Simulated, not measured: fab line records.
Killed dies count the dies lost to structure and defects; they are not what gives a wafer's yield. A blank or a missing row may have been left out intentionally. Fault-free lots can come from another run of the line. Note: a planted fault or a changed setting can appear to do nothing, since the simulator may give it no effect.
The tool behind it: which one?    flow n5-finfet    9 lots with 27 wafers sampled at 6 steps, on a route of 1938 steps

WHAT THE GAUGES READ, wafer by wafer
N5_WELL_APT_CD_MEAS_08 targets a cd of 200 nm.
lot   measured     on         cd-nm (nm)
L609  day 1 19:41  cd-sem-03  199.6 198.3 198.6
L610  day 2 01:44  cd-sem-01  199.5 200.2 200.0
L611  day 2 07:41  cd-sem-03  200.4 198.2 196.9
L617  day 3 19:41  cd-sem-02  196.6 197.3 198.8
L619  day 4 07:34  cd-sem-03  191.4 193.7 192.7
L620  day 4 13:41  cd-sem-01  193.2 193.4 194.1
L627  day 6 07:50  cd-sem-01  198.4 199.3 199.9
L629  day 6 19:41  cd-sem-03  199.4 200.9 200.4
L631  day 7 08:14  cd-sem-02  200.2 199.7 197.0

N5_BEOL_M4_RC_MEAS_101.
lot   measured      on         DIBL_N (mV/V)   DIBL_P (mV/V)   IOFF_N (nA/um)     IOFF_P (nA/um)  ION_N (uA/um)  ION_P (uA/um)  SS_N (mV/dec)   SS_P (mV/dec)   VT_N (mV)          VT_P (mV)
L609  day 8 17:25   prober-02  36.5 34.5 34.4  35.3 33.6 33.3  0.129 0.114 0.112  0.19 0.18 0.17  654 672 666    452 470 462    71.4 71.0 70.8  73.9 72.9 72.3  254.5 254.6 254.9  -251.4 -251.4 -253.8
L610  day 8 19:13   prober-01  34.9 35.2 36.4  34.6 35.3 35.9  0.145 0.160 0.168  0.22 0.22 0.22  661 670 669    457 462 460    71.4 71.6 72.3  72.4 73.1 72.6  249.4 245.6 247.4  -248.6 -248.3 -250.0
L611  day 8 19:07   prober-02  38.1 39.6 39.5  39.4 40.4 39.7  0.192 0.218 0.213  0.26 0.27 0.27  696 682 705    475 466 478    71.6 72.0 71.0  74.1 73.4 73.7  247.3 244.8 247.4  -244.9 -248.1 -247.3
L617  day 11 00:58  prober-01  36.0 35.7 34.6  37.2 36.8 35.8  0.153 0.155 0.135  0.21 0.22 0.20  688 672 665    469 467 466    70.9 71.1 71.5  74.1 73.8 73.6  249.2 250.3 251.7  -248.9 -250.4 -249.1
L619  day 10 21:57  prober-01  35.5 37.3 35.1  34.8 36.5 34.4  0.148 0.174 0.130  0.20 0.22 0.19  677 681 656    465 468 456    71.8 71.6 71.6  72.5 73.5 72.4  250.3 250.7 255.0  -251.6 -251.2 -252.9
L620  day 11 09:58  prober-01  34.1 38.1 35.3  33.6 39.0 34.9  0.122 0.217 0.142  0.16 0.26 0.18  657 684 673    462 466 459    71.4 72.7 71.2  72.6 74.0 73.4  252.1 243.7 248.6  -255.5 -250.7 -252.9
L627  day 13 00:13  prober-02  35.1 32.9 35.1  36.4 34.1 37.0  0.144 0.119 0.155  0.21 0.18 0.22  677 654 681    467 453 469    70.6 70.8 71.7  73.3 72.2 73.2  249.4 250.0 247.5  -251.5 -251.7 -249.1
L629  day 14 00:02  prober-02  33.6 32.7 34.6  33.1 32.2 33.9  0.130 0.124 0.132  0.18 0.17 0.19  675 673 656    467 464 457    71.5 70.7 70.9  72.1 72.4 72.7  250.5 255.6 253.0  -250.3 -251.7 -251.1
L631  day 13 23:31  prober-01  37.5 35.8 38.0  36.0 34.7 36.4  0.179 0.147 0.173  0.23 0.20 0.24  672 678 657    465 460 450    71.6 71.1 71.5  73.9 72.9 73.8  248.6 251.6 248.6  -246.8 -250.3 -252.1

EACH LOT AND THE TOOL THAT RAN IT (in order: tool; ch and the chambers of the sampled wafers; start)
lot   N5_ZERO_LAYER_ETCH_17              N5_WELL_APT_PEB_06                N5_WELL_APT_EPI_41              N5_PMOS_HMC_CHANNEL_EPI_HM_DEP_34
L609  rie-diel-04 ch 1,2, day 1 18:44    litho-track-04 ch 0, day 1 19:35  epi-rpcvd-04 ch 0, day 1 22:04  pecvd-03 ch 0,1,2, day 1 22:38
L610  rie-diel-05 ch 3, day 2 00:44      litho-track-04 ch 0, day 2 01:37  epi-rpcvd-04 ch 0, day 2 04:26  pecvd-02 ch 0,1, day 2 05:01
L611  rie-diel-05 ch 0,1, day 2 06:50    litho-track-01 ch 0, day 2 07:34  epi-rpcvd-04 ch 0, day 2 10:12  pecvd-03 ch 0,1, day 2 10:52
L617  rie-diel-04 ch 0,2,3, day 3 18:43  litho-track-01 ch 0, day 3 19:34  epi-rpcvd-03 ch 0, day 3 22:14  pecvd-02 ch 0,2, day 3 22:54
L619  rie-diel-01 ch 2,3, day 4 06:43    litho-track-04 ch 0, day 4 07:26  epi-rpcvd-04 ch 0, day 4 10:12  pecvd-01 ch 0,1,2, day 4 11:05
L620  rie-diel-01 ch 1,2, day 4 12:50    litho-track-04 ch 0, day 4 13:34  epi-rpcvd-03 ch 0, day 4 16:26  pecvd-01 ch 0,1, day 4 16:54
L627  rie-diel-05 ch 1,2,3, day 6 06:50  litho-track-01 ch 0, day 6 07:43  epi-rpcvd-01 ch 0, day 6 10:34  pecvd-03 ch 0,1, day 6 11:08
L629  rie-diel-05 ch 0,1,2, day 6 18:43  litho-track-01 ch 0, day 6 19:35  epi-rpcvd-01 ch 0, day 6 22:21  pecvd-03 ch 0,2, day 6 22:56
L631  rie-diel-01 ch 0,2,3, day 7 07:16  litho-track-03 ch 0, day 7 08:07  epi-rpcvd-03 ch 0, day 7 10:40  pecvd-01 ch 0,1,2, day 7 11:15
- N5_ZERO_LAYER_ETCH_17: etches SiO2 in CF4, target depth 12 nm, time 13.3 s.
- N5_WELL_APT_PEB_06: peb time 90 s.
- N5_WELL_APT_EPI_41: deposits Si from SiH4/H2, target thk 50 nm, time 297.7 s.
- N5_PMOS_HMC_CHANNEL_EPI_HM_DEP_34: deposits SiO2 from TEOS/O2, target thk 36 nm, time 6.9 s.

AS READ BY THE TOOLS THEMSELVES (means over the sampled wafers that have a number; for cases with no such wafer, the mark the record gives instead)
N5_ZERO_LAYER_ETCH_17.
lot   tool         chamber-pressure-mTorr (mTorr)  drypump-motor-current-A (A)  oes-product-au (a.u.)  rf-vpp-V (V)  showerhead-plenum-p-Torr (Torr)  throttle-valve-pct (%)
L609  rie-diel-04  39.99                           6.2                          0.71                   949           2.14                             15.60
L610  rie-diel-05  39.98                           5.6                          0.71                   949           2.14                             15.71
L611  rie-diel-05  39.96                           5.3                          0.77                   948           2.12                             15.54
L617  rie-diel-04  39.97                           5.9                          0.70                   950           2.18                             15.73
L619  rie-diel-01  39.99                           5.5                          0.72                   947           2.10                             15.85
L620  rie-diel-01  40.00                           5.5                          0.75                   949           2.13                             15.76
L627  rie-diel-05  40.03                           5.5                          0.72                   948           2.14                             15.62
L629  rie-diel-05  39.99                           5.5                          0.81                   951           2.18                             15.53
L631  rie-diel-01  40.00                           5.4                          0.76                   947           2.11                             15.71

N5_WELL_APT_PEB_06.
lot   tool            heater-power-total-W (W)  plate-temp-C (C)
L609  litho-track-04  172.2                     129.93
L610  litho-track-04  172.4                     130.09
L611  litho-track-01  172.9                     129.98
L617  litho-track-01  172.7                     129.96
L619  litho-track-04  169.7                     128.31
L620  litho-track-04  169.9                     128.31
L627  litho-track-01  172.8                     129.95
L629  litho-track-01  172.8                     130.14
L631  litho-track-03  172.5                     129.92

N5_WELL_APT_EPI_41.
lot   tool          throttle-valve-pct (%)
L609  epi-rpcvd-04  11.46
L610  epi-rpcvd-04  11.43
L611  epi-rpcvd-04  11.39
L617  epi-rpcvd-03  11.41
L619  epi-rpcvd-04  11.33
L620  epi-rpcvd-03  11.41
L627  epi-rpcvd-01  11.54
L629  epi-rpcvd-01  11.55
L631  epi-rpcvd-03  11.38

N5_PMOS_HMC_CHANNEL_EPI_HM_DEP_34.
lot   tool      heater-power-w (W)  showerhead-plenum-p-Torr (Torr)  throttle-valve-pct (%)
L609  pecvd-03  591                 8.37                             17.8
L610  pecvd-02  666                 8.36                             18.4
L611  pecvd-03  493                 8.36                             18.5
L617  pecvd-02  648                 8.35                             17.1
L619  pecvd-01  647                 8.36                             18.6
L620  pecvd-01  632                 8.39                             18.1
L627  pecvd-03  454                 8.37                             18.7
L629  pecvd-03  642                 8.41                             17.3
L631  pecvd-01  607                 8.34                             18.6

THE ANSWER, worked out from the rows above alone
Rule: what is usual is taken from the lots themselves. Put in order of their means at a reading, lots are off if they are a third of the lots or fewer, leave a main group of 4 or more, and stand apart from it by a gap of 3 or more times the standard deviation of the main group's means; of several such gaps the widest counts. Not used: any main group whose means are identical at the precision the tables above print for the reading. A lot without any number at a reading at which 4 lots or more have one is off too. Where the step has rows for the other lots, those lots are counted as sound. After the gauges, taken in route order, come the tools' own readings; for these a lot's mean is taken, as printed above. At the first step where some lot is off, the reading lying furthest off is the one used; lots without a number count as furthest.
Off: L619, L620 (N5_WELL_APT_CD_MEAS_08, cd-nm). Mean 199.0 nm and standard deviation 0.82 in the main group.
If a tool, at a process step before that reading, ran all the lots that are off and no sound lot after the first of them, it fits. The gauges at N5_WELL_APT_CD_MEAS_08 aren't tried: what is off there is off at N5_WELL_APT_PEB_06 too, on other tools, and a gauge's error can't cause that. One fits: litho-track-04 at N5_WELL_APT_PEB_06. A fault onset in the window from L610 (day 2 01:37, its last sound lot) to L619 (day 4 07:26, its first lot off) fits.
The tool's own readings at N5_WELL_APT_PEB_06 bear it out: on the lots that are off they differ by more than 5 times the standard deviation of the sound lots' means. heater-power-total-W reads 169.8 W there against 172.6 W on the sound lots; plate-temp-C reads 128.31 C there against 130.00 C on the sound lots.

WHAT HAD BEEN PUT IN BY THE SIMULATOR
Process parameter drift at N5_WELL_APT_PEB_06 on litho-track-04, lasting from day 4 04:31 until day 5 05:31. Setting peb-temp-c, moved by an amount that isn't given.
Struck lots among those shown: L619, L620. The rule above reached the same finding.
